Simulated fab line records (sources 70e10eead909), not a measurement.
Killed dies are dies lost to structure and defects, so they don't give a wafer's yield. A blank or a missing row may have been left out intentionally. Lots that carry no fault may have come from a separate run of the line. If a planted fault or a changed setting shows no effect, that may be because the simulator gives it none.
Which tool did it? | flow nand harc | 60 wafers from 20 lots sampled at 6 of the route's 1302 steps

WHAT EACH GAUGE READ, for each wafer
The record holds no reading of a measuring or inspecting step that can be judged against a usual standard deviation.

EACH LOT AND THE TOOL THAT RAN IT (in order: tool; ch and the chambers of the sampled wafers; start)
lot  | NHARC_A_STAIRCASE_TRIM_20          | NHARC_A_STAIRCASE_TRIM_22                     | NHARC_A_STAIRCASE_TRIM_24                     | NHARC_A_STAIRCASE_ETCH_27                     | NHARC_A_STAIRCASE_TRIM_187         | NHARC_A_STAIRCASE_ETCH_203
L074 | rie diel-09 ch 0,1,2, day 15 02:20 | rie diel-09 ch 0,1,3, day 15 04:59 or earlier | rie diel-09 ch 0,2,3, day 15 04:59 or earlier | rie diel-09 ch 0,2,3, day 15 04:59 or earlier | rie diel-04 ch 0,1,3, day 15 04:59 | rie diel-04 ch 1,2,3, no start
L075 | rie diel-01 ch 0,2,3, day 16 02:53 | rie diel-01 ch 0,3, day 16 05:50 or earlier   | rie diel-01 ch 2,3, day 16 05:50 or earlier   | rie diel-01 ch 0,3, day 16 05:50 or earlier   | rie diel-01 ch 0,2,3, day 16 05:50 | rie diel-04 ch 2,3, no start
L076 | rie diel-01 ch 2,3, day 16 18:01   | rie diel-01 ch 0,2, day 16 21:25 or earlier   | rie diel-01 ch 2,3, day 16 21:25 or earlier   | rie diel-01 ch 0,3, day 16 21:25 or earlier   | rie diel-09 ch 0,3, day 16 21:25   | rie diel-04 ch 2,3, no start
L077 | rie diel-09 ch 0,1, day 16 18:05   | rie diel-09 ch 2,3, day 16 20:47 or earlier   | rie diel-09 ch 0,3, day 16 20:47 or earlier   | rie diel-09 ch 1,2,3, day 16 20:47 or earlier | rie diel-09 ch 0,1,2, day 16 20:47 | rie diel-09 ch 2,3, no start
L078 | rie diel-01 ch 1,3, day 17 12:31   | rie diel-01 ch 1,3, day 17 15:28 or earlier   | rie diel-01 ch 1,2,3, day 17 15:28 or earlier | rie diel-01 ch 0,2, day 17 15:28 or earlier   | rie diel-04 ch 0,1,2, day 17 15:28 | rie diel-01 ch 0,1,3, no start
L079 | rie diel-09 ch 1,3, day 17 16:55   | rie diel-09 ch 1,2,3, day 17 19:34 or earlier | rie diel-09 ch 0,1, day 17 19:34 or earlier   | rie diel-09 ch 2,3, day 17 19:34 or earlier   | rie diel-04 ch 0,2,3, day 17 19:34 | rie diel-04 ch 0,3, no start
L080 | rie diel-04 ch 2,3, day 17 17:34   | rie diel-04 ch 1,2, day 17 20:12 or earlier   | rie diel-04 ch 1,3, day 17 20:12 or earlier   | rie diel-04 ch 0,2, day 17 20:12 or earlier   | rie diel-04 ch 0,3, day 17 20:12   | rie diel-01 ch 1,3, no start
L081 | rie diel-09 ch 1,2,3, day 18 16:45 | rie diel-09 ch 0,1,2, day 18 19:25 or earlier | rie diel-09 ch 1,2,3, day 18 19:25 or earlier | rie diel-09 ch 0,1,2, day 18 19:25 or earlier | rie diel-04 ch 0,2, day 18 19:25   | rie diel-09 ch 0,2,3, no start
L083 | rie diel-04 ch 0,1,3, day 19 07:36 | rie diel-04 ch 0,3, day 19 10:25 or earlier   | rie diel-04 ch 0,1,2, day 19 10:25 or earlier | rie diel-04 ch 0,2, day 19 10:25 or earlier   | rie diel-01 ch 0,2,3, day 19 10:25 | rie diel-09 ch 0,3, no start
L085 | rie diel-09 ch 0,1,2, day 20 04:47 | rie diel-09 ch 0,1,3, day 20 08:15 or earlier | rie diel-09 ch 1,2,3, day 20 08:15 or earlier | rie diel-09 ch 0,1,2, day 20 08:15 or earlier | rie diel-09 ch 0,2,3, day 20 08:15 | rie diel-01 ch 0,1,3, no start
L084 | rie diel-09 ch 2,3, day 20 05:23   | rie diel-09 ch 0,1, day 20 08:35 or earlier   | rie diel-09 ch 0,2,3, day 20 08:35 or earlier | rie diel-09 ch 0,2,3, day 20 08:35 or earlier | rie diel-09 ch 1,2,3, day 20 08:35 | rie diel-09 ch 1,2, no start
L086 | rie diel-04 ch 1,2,3, day 20 10:39 | rie diel-04 ch 1,2,3, day 20 14:59 or earlier | rie diel-04 ch 1,3, day 20 14:59 or earlier   | rie diel-04 ch 2,3, day 20 14:59 or earlier   | rie diel-04 ch 2,3, day 20 14:59   | rie diel-01 ch 0,2,3, no start
L087 | rie diel-01 ch 0,1,3, day 20 17:58 | rie diel-01 ch 0,1, day 20 20:46 or earlier   | rie diel-01 ch 0,1,2, day 20 20:46 or earlier | rie diel-01 ch 0,2, day 20 20:46 or earlier   | rie diel-04 ch 0,2, day 20 20:46   | rie diel-01 ch 0,1, no start
L090 | rie diel-01 ch 0,1,3, day 22 09:41 | rie diel-01 ch 1,3, day 22 12:24 or earlier   | rie diel-01 ch 0,2,3, day 22 12:24 or earlier | rie diel-01 ch 1,3, day 22 12:24 or earlier   | rie diel-09 ch 0,1, day 22 12:24   | rie diel-09 ch 0,1, no start
L091 | rie diel-09 ch 1,3, day 22 09:50   | rie diel-09 ch 0,3, day 22 12:42 or earlier   | rie diel-09 ch 0,1,3, day 22 12:42 or earlier | rie diel-09 ch 1,3, day 22 12:42 or earlier   | rie diel-01 ch 0,1,2, day 22 12:42 | rie diel-01 ch 0,2,3, no start
L092 | rie diel-04 ch 0,1,3, day 22 23:17 | rie diel-04 ch 0,2,3, day 23 01:49 or earlier | rie diel-04 ch 0,1,3, day 23 01:49 or earlier | rie diel-04 ch 1,3, day 23 01:49 or earlier   | rie diel-01 ch 1,2, day 23 01:49   | rie diel-01 ch 2,3, no start
L094 | rie diel-04 ch 1,2,3, day 23 21:07 | rie diel-04 ch 0,1,3, day 24 00:07 or earlier | rie diel-04 ch 0,1, day 24 00:07 or earlier   | rie diel-04 ch 1,2,3, day 24 00:07 or earlier | rie diel-01 ch 2,3, day 24 00:07   | rie diel-09 ch 0,1,3, no start
L093 | rie diel-09 ch 0,2, day 23 21:24   | rie diel-09 ch 2,3, day 24 00:07 or earlier   | rie diel-09 ch 0,1,3, day 24 00:07 or earlier | rie diel-09 ch 1,2,3, day 24 00:07 or earlier | rie diel-09 ch 0,3, day 24 00:07   | rie diel-04 ch 0,2,3, no start
L095 | rie diel-04 ch 1,2,3, day 24 13:28 | rie diel-04 ch 0,3, day 24 16:46 or earlier   | rie diel-04 ch 0,2,3, day 24 16:46 or earlier | rie diel-04 ch 0,3, day 24 16:46 or earlier   | rie diel-04 ch 1,3, day 24 16:46   | rie diel-09 ch 0,2,3, no start
L097 | rie diel-09 ch 1,2, day 24 19:41   | rie diel-09 ch 0,1,2, day 24 22:41 or earlier | rie diel-09 ch 1,3, day 24 22:41 or earlier   | rie diel-09 ch 0,2,3, day 24 22:41 or earlier | rie diel-09 ch 0,1,2, day 24 22:41 | rie diel-09 ch 0,1, no start
- NHARC_A_STAIRCASE_TRIM_20: chemistry O2, time 211.2 s.
- NHARC_A_STAIRCASE_TRIM_22: chemistry O2, time 211.2 s.
- NHARC_A_STAIRCASE_TRIM_24: chemistry O2, time 211.2 s.
- NHARC_A_STAIRCASE_ETCH_27: etches the open film in C4F8/O2, target depth 100 nm, time 40.5 s.
- NHARC_A_STAIRCASE_TRIM_187: chemistry O2, time 211.2 s.
- NHARC_A_STAIRCASE_ETCH_203: etches the open film in C4F8/O2, target depth 100 nm, time 40.5 s.

AS READ BY THE TOOLS THEMSELVES (means over the sampled wafers that have a number; for cases with no such wafer, the mark the record gives instead)
NHARC_A_STAIRCASE_TRIM_20.
lot  | tool        | chamber pressure mTorr (mTorr) | drypump motor current A (A) | oes product au (a.u.) | rf vpp V (V) | showerhead plenum p Torr (Torr) | throttle valve pct (%)
L074 | rie diel-09 | 60.00                          | 5.4                         | 1.006                 | 58.0         | 3.53                            | 17.034
L075 | rie diel-01 | 59.98                          | 5.9                         | 0.997                 | 57.4         | 3.42                            | 17.037
L076 | rie diel-01 | 59.99                          | 6.2                         | 1.003                 | 57.6         | 3.44                            | 17.037
L077 | rie diel-09 | 59.94                          | 5.4                         | 0.998                 | 57.8         | 3.61                            | 17.037
L078 | rie diel-01 | 60.00                          | 6.1                         | 0.990                 | 57.9         | 3.35                            | 17.041
L079 | rie diel-09 | 59.94                          | 5.4                         | 1.005                 | 58.2         | 3.67                            | 17.042
L080 | rie diel-04 | 59.97                          | 5.7                         | 0.994                 | 59.0         | 3.65                            | 17.038
L081 | rie diel-09 | 60.00                          | 5.5                         | 1.004                 | 57.5         | 3.58                            | 17.036
L083 | rie diel-04 | 59.96                          | 5.8                         | 0.999                 | 57.7         | 3.62                            | 17.034
L085 | rie diel-09 | 59.97                          | 5.4                         | 1.006                 | 58.5         | 3.51                            | 17.028
L084 | rie diel-09 | 59.99                          | 5.5                         | 1.013                 | 57.3         | 3.48                            | 17.041
L086 | rie diel-04 | 59.98                          | 5.8                         | 1.005                 | 59.0         | 3.65                            | 17.029
L087 | rie diel-01 | 59.99                          | 5.9                         | 0.994                 | 56.3         | 3.32                            | 17.036
L090 | rie diel-01 | 60.00                          | 5.9                         | 0.999                 | 56.5         | 3.31                            | 17.045
L091 | rie diel-09 | 60.01                          | 5.3                         | 1.006                 | 58.4         | 3.65                            | 17.035
L092 | rie diel-04 | 60.02                          | 5.8                         | 1.000                 | 57.2         | 3.60                            | 17.032
L094 | rie diel-04 | 59.94                          | 5.8                         | 0.993                 | 58.4         | 3.64                            | 17.040
L093 | rie diel-09 | 59.99                          | 5.3                         | 1.007                 | 57.6         | 3.43                            | 17.037
L095 | rie diel-04 | 59.95                          | 5.8                         | 0.987                 | 57.8         | 3.63                            | 17.037
L097 | rie diel-09 | 59.96                          | 5.5                         | 1.010                 | 58.0         | 3.48                            | 17.034

NHARC_A_STAIRCASE_TRIM_22.
lot  | tool        | chamber pressure mTorr (mTorr) | drypump motor current A (A) | oes product au (a.u.) | rf vpp V (V) | showerhead plenum p Torr (Torr) | throttle valve pct (%)
L074 | rie diel-09 | 59.96                          | 5.3                         | 0.996                 | 57.4         | 3.62                            | 17.045
L075 | rie diel-01 | 59.97                          | 6.3                         | 0.998                 | 57.2         | 3.34                            | 17.039
L076 | rie diel-01 | 60.04                          | 5.6                         | 0.992                 | 58.1         | 3.51                            | 17.035
L077 | rie diel-09 | 59.98                          | 5.5                         | 1.007                 | 57.6         | 3.50                            | 17.035
L078 | rie diel-01 | 60.02                          | 6.1                         | 0.998                 | 57.6         | 3.35                            | 17.043
L079 | rie diel-09 | 59.98                          | 5.4                         | 1.012                 | 58.5         | 3.58                            | 17.027
L080 | rie diel-04 | 60.06                          | 5.5                         | 1.001                 | 57.9         | 3.59                            | 17.037
L081 | rie diel-09 | 60.00                          | 5.4                         | 1.006                 | 57.9         | 3.52                            | 17.026
L083 | rie diel-04 | 60.04                          | 6.0                         | 1.000                 | 58.0         | 3.68                            | 17.038
L085 | rie diel-09 | 60.04                          | 5.3                         | 0.999                 | 57.9         | 3.59                            | 17.044
L084 | rie diel-09 | 59.99                          | 5.3                         | 1.001                 | 58.0         | 3.59                            | 17.036
L086 | rie diel-04 | 60.03                          | 5.8                         | 0.998                 | 59.0         | 3.65                            | 17.025
L087 | rie diel-01 | 59.94                          | 5.6                         | 1.004                 | 57.5         | 3.30                            | 17.042
L090 | rie diel-01 | 60.00                          | 5.7                         | 0.999                 | 57.1         | 3.31                            | 17.020
L091 | rie diel-09 | 60.01                          | 5.3                         | 1.004                 | 58.0         | 3.59                            | 17.030
L092 | rie diel-04 | 59.99                          | 5.7                         | 0.999                 | 57.9         | 3.59                            | 17.031
L094 | rie diel-04 | 59.92                          | 5.8                         | 0.994                 | 58.1         | 3.60                            | 17.038
L093 | rie diel-09 | 60.07                          | 5.5                         | 1.006                 | 57.7         | 3.48                            | 17.041
L095 | rie diel-04 | 60.00                          | 6.0                         | 1.004                 | 57.9         | 3.66                            | 17.036
L097 | rie diel-09 | 60.06                          | 5.4                         | 1.009                 | 57.7         | 3.49                            | 17.041

NHARC_A_STAIRCASE_TRIM_24.
lot  | tool        | chamber pressure mTorr (mTorr) | drypump motor current A (A) | oes product au (a.u.) | rf vpp V (V) | showerhead plenum p Torr (Torr) | throttle valve pct (%)
L074 | rie diel-09 | 59.99                          | 5.4                         | 0.999                 | 58.2         | 3.53                            | 17.037
L075 | rie diel-01 | 60.00                          | 5.8                         | 1.000                 | 56.9         | 3.53                            | 17.029
L076 | rie diel-01 | 60.01                          | 5.9                         | 0.997                 | 57.0         | 3.53                            | 17.042
L077 | rie diel-09 | 60.03                          | 5.2                         | 1.007                 | 57.2         | 3.54                            | 17.030
L078 | rie diel-01 | 60.01                          | 5.8                         | 1.004                 | 57.8         | 3.43                            | 17.034
L079 | rie diel-09 | 60.02                          | 5.3                         | 0.992                 | 57.3         | 3.60                            | 17.030
L080 | rie diel-04 | 60.01                          | 6.0                         | 1.002                 | 58.3         | 3.67                            | 17.037
L081 | rie diel-09 | 59.98                          | 5.5                         | 1.015                 | 57.2         | 3.58                            | 17.042
L083 | rie diel-04 | 60.00                          | 5.5                         | 1.003                 | 57.8         | 3.55                            | 17.028
L085 | rie diel-09 | 59.98                          | 5.4                         | 1.004                 | 58.4         | 3.57                            | 17.037
L084 | rie diel-09 | 60.09                          | 5.3                         | 1.007                 | 58.1         | 3.50                            | 17.029
L086 | rie diel-04 | 59.93                          | 6.1                         | 1.004                 | 58.4         | 3.72                            | 17.036
L087 | rie diel-01 | 59.92                          | 5.5                         | 0.994                 | 57.8         | 3.40                            | 17.031
L090 | rie diel-01 | 59.96                          | 6.0                         | 0.996                 | 57.3         | 3.40                            | 17.036
L091 | rie diel-09 | 60.01                          | 5.3                         | 1.010                 | 57.6         | 3.59                            | 17.040
L092 | rie diel-04 | 59.98                          | 5.8                         | 0.998                 | 57.4         | 3.60                            | 17.032
L094 | rie diel-04 | 59.94                          | 5.5                         | 0.997                 | 57.7         | 3.49                            | 17.035
L093 | rie diel-09 | 60.01                          | 5.3                         | 1.014                 | 57.7         | 3.58                            | 17.031
L095 | rie diel-04 | 60.01                          | 5.7                         | 0.996                 | 58.4         | 3.59                            | 17.038
L097 | rie diel-09 | 59.97                          | 5.3                         | 1.009                 | 58.3         | 3.63                            | 17.031

NHARC_A_STAIRCASE_ETCH_27.
lot  | tool        | chamber pressure mTorr (mTorr) | oes product au (a.u.) | rf vpp V (V)
L074 | rie diel-09 | 25.025                         | 0.948                 | 896
L075 | rie diel-01 | 25.008                         | 0.929                 | 889
L076 | rie diel-01 | 25.000                         | 0.953                 | 890
L077 | rie diel-09 | 25.017                         | 0.956                 | 898
L078 | rie diel-01 | 25.000                         | 0.945                 | 891
L079 | rie diel-09 | 25.004                         | 0.946                 | 896
L080 | rie diel-04 | 25.012                         | 0.952                 | 895
L081 | rie diel-09 | 24.995                         | 0.946                 | 895
L083 | rie diel-04 | 24.980                         | 0.943                 | 896
L085 | rie diel-09 | 25.002                         | 0.947                 | 896
L084 | rie diel-09 | 24.985                         | 0.950                 | 895
L086 | rie diel-04 | 25.003                         | 0.940                 | 903
L087 | rie diel-01 | 25.012                         | 0.948                 | 891
L090 | rie diel-01 | 25.017                         | 0.929                 | 887
L091 | rie diel-09 | 24.991                         | 0.954                 | 900
L092 | rie diel-04 | 25.004                         | 0.941                 | 902
L094 | rie diel-04 | 25.007                         | 0.925                 | 900
L093 | rie diel-09 | 25.006                         | 0.945                 | 897
L095 | rie diel-04 | 25.011                         | 0.922                 | 896
L097 | rie diel-09 | 25.020                         | 0.946                 | 894

NHARC_A_STAIRCASE_TRIM_187.
lot  | tool        | chamber pressure mTorr (mTorr) | drypump motor current A (A) | oes product au (a.u.) | rf vpp V (V) | showerhead plenum p Torr (Torr) | throttle valve pct (%)
L074 | rie diel-04 | 60.00                          | 5.8                         | 0.996                 | 58.5         | 3.46                            | 17.034
L075 | rie diel-01 | 60.06                          | 6.0                         | 0.988                 | 58.3         | 3.42                            | 17.030
L076 | rie diel-09 | 60.01                          | 5.4                         | 1.004                 | 58.2         | 3.61                            | 17.030
L077 | rie diel-09 | 60.05                          | 5.4                         | 0.998                 | 57.9         | 3.52                            | 17.039
L078 | rie diel-04 | 60.00                          | 5.5                         | 0.994                 | 58.3         | 3.55                            | 17.035
L079 | rie diel-04 | 60.00                          | 5.7                         | 0.998                 | 58.4         | 3.62                            | 17.033
L080 | rie diel-04 | 59.97                          | 6.0                         | 1.001                 | 57.6         | 3.69                            | 17.029
L081 | rie diel-04 | 60.01                          | 5.4                         | 0.996                 | 57.5         | 3.50                            | 17.043
L083 | rie diel-01 | 60.02                          | 5.9                         | 1.007                 | 57.9         | 3.41                            | 17.032
L085 | rie diel-09 | 59.98                          | 5.4                         | 1.010                 | 57.2         | 3.50                            | 17.046
L084 | rie diel-09 | 59.98                          | 5.4                         | 1.014                 | 58.4         | 3.57                            | 17.043
L086 | rie diel-04 | 59.96                          | 6.0                         | 1.006                 | 57.8         | 3.72                            | 17.037
L087 | rie diel-04 | 60.05                          | 5.4                         | 1.001                 | 58.0         | 3.49                            | 17.038
L090 | rie diel-09 | 60.03                          | 5.3                         | 1.007                 | 58.4         | 3.59                            | 17.048
L091 | rie diel-01 | 59.99                          | 5.5                         | 0.991                 | 58.5         | 3.39                            | 17.037
L092 | rie diel-01 | 60.00                          | 5.4                         | 0.997                 | 58.0         | 3.49                            | 17.033
L094 | rie diel-01 | 60.00                          | 5.9                         | 0.993                 | 57.6         | 3.49                            | 17.040
L093 | rie diel-09 | 59.90                          | 5.2                         | 1.006                 | 57.8         | 3.51                            | 17.035
L095 | rie diel-04 | 59.94                          | 6.0                         | 0.990                 | 57.4         | 3.64                            | 17.034
L097 | rie diel-09 | 59.94                          | 5.4                         | 1.008                 | 57.3         | 3.49                            | 17.040

NHARC_A_STAIRCASE_ETCH_203.
lot  | tool        | chamber pressure mTorr (mTorr) | oes product au (a.u.) | rf vpp V (V)
L074 | rie diel-04 | 25.008                         | 0.937                 | 894
L075 | rie diel-04 | 24.989                         | 0.948                 | 903
L076 | rie diel-04 | 25.012                         | 0.938                 | 901
L077 | rie diel-09 | 24.995                         | 0.942                 | 897
L078 | rie diel-01 | 24.996                         | 0.935                 | 889
L079 | rie diel-04 | 25.009                         | 0.943                 | 902
L080 | rie diel-01 | 25.007                         | 0.941                 | 889
L081 | rie diel-09 | 24.985                         | 0.955                 | 896
L083 | rie diel-09 | 24.986                         | 0.932                 | 896
L085 | rie diel-01 | 24.983                         | 0.938                 | 888
L084 | rie diel-09 | 25.010                         | 0.958                 | 897
L086 | rie diel-01 | 25.006                         | 0.948                 | 892
L087 | rie diel-01 | 25.012                         | 0.947                 | 887
L090 | rie diel-09 | 24.984                         | 0.934                 | 898
L091 | rie diel-01 | 25.003                         | 0.949                 | 892
L092 | rie diel-01 | 25.005                         | 0.944                 | 893
L094 | rie diel-09 | 25.008                         | 0.946                 | 897
L093 | rie diel-04 | 24.991                         | 0.933                 | 898
L095 | rie diel-09 | 25.000                         | 0.943                 | 895
L097 | rie diel-09 | 24.992                         | 0.941                 | 895

THE ANSWER, worked out from the rows above alone
Rule: the lots themselves supply what counts as usual. The widest of any qualifying gaps counts: lots, ordered by their means at a reading, are off when they make up no more than a third of the lots, leave a main group of 4 or more, and stand apart from it by 3 or more times the standard deviation of that group's means. A main group is skipped when, at the precision printed for the reading in the tables above, its means are all equal. A lot without any number at a reading at which 4 lots or more have one is off too. All remaining lots with rows at the step are treated as sound. First the gauges in route order, then the tools' own readings, where a lot's mean is used as printed above. The first step at which some lot is off is used, and at that step the reading that is off furthest; a lot without a number counts as furthest.
No lot is off on any of the readings shown, so nothing can be concluded from this.

WHAT THE SIMULATOR HAD PUT IN
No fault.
